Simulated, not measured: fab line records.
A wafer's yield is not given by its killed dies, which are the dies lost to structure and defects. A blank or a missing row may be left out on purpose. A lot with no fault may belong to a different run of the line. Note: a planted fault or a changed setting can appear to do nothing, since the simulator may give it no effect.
Which of the tools did it? || flow nand harc || route of 1302 steps, sampled at 1 step: 14 lots, 42 wafers

WHAT THE GAUGES READ, wafer by wafer
NHARC_P_M1_CD_MEAS_09: the cd target is 130 nm.
{"lot": "L733", "measured": "day 6 08:14", "on": "cd sem-01", "cd nm (nm)": "129.9 130.6 131.0"}
{"lot": "L734", "measured": "day 6 08:26", "on": "cd sem-02", "cd nm (nm)": "130.1 130.7 130.4"}
{"lot": "L736", "measured": "day 7 09:48", "on": "cd sem-01", "cd nm (nm)": "130.0 129.4 130.0"}
{"lot": "L737", "measured": "day 7 19:31", "on": "cd sem-01", "cd nm (nm)": "130.3 130.8 130.7"}
{"lot": "L738", "measured": "day 8 06:31", "on": "cd sem-01", "cd nm (nm)": "130.6 129.5 130.6"}
{"lot": "L739", "measured": "day 8 18:34", "on": "cd sem-03", "cd nm (nm)": "130.9 130.3 130.3"}
{"lot": "L743", "measured": "day 10 14:22", "on": "cd sem-01", "cd nm (nm)": "130.1 129.7 130.6"}
{"lot": "L748", "measured": "day 12 09:56", "on": "cd sem-03", "cd nm (nm)": "129.7 129.8 129.9"}
{"lot": "L750", "measured": "day 13 12:23", "on": "cd sem-03", "cd nm (nm)": "129.4 130.2 130.3"}
{"lot": "L751", "measured": "day 13 12:25", "on": "cd sem-01", "cd nm (nm)": "130.0 130.5 130.4"}
{"lot": "L752", "measured": "day 14 01:56", "on": "cd sem-01", "cd nm (nm)": "130.5 130.0 131.3"}
{"lot": "L753", "measured": "day 14 14:29", "on": "cd sem-02", "cd nm (nm)": "129.3 128.2 129.8"}
{"lot": "L754", "measured": "day 14 21:52", "on": "cd sem-01", "cd nm (nm)": "130.5 131.1 131.0"}
{"lot": "L756", "measured": "day 16 03:02", "on": "cd sem-02", "cd nm (nm)": "130.8 131.1 131.1"}

WHICH TOOL RAN EACH LOT (tool, then ch and the chambers of the sampled wafers, then the start)
The record holds no process step before these readings.

AS READ BY THE TOOLS THEMSELVES (means over the sampled wafers that have a number; for cases with no such wafer, the mark the record gives instead)
The record holds no such reading with a usual standard deviation.

THE ANSWER, worked out from the rows above alone
Rule: the lots themselves supply what counts as usual. The widest of any qualifying gaps counts: lots, ordered by their means at a reading, are off when they make up no more than a third of the lots, leave a main group of 4 or more, and stand apart from it by 3 or more times the standard deviation of that group's means. A main group is skipped when, at the precision printed for the reading in the tables above, its means are all equal. Also off: a lot with no number at a reading for which 4 or more lots have one. All remaining lots with rows at the step are treated as sound. After the gauges, taken in route order, come the tools' own readings; for these a lot's mean is taken, as printed above. At the first step where some lot is off, the reading lying furthest off is the one used; lots without a number count as furthest.
No lot is off at any reading shown: from this, nothing can be told.

WHAT WAS PUT IN BY THE SIMULATOR
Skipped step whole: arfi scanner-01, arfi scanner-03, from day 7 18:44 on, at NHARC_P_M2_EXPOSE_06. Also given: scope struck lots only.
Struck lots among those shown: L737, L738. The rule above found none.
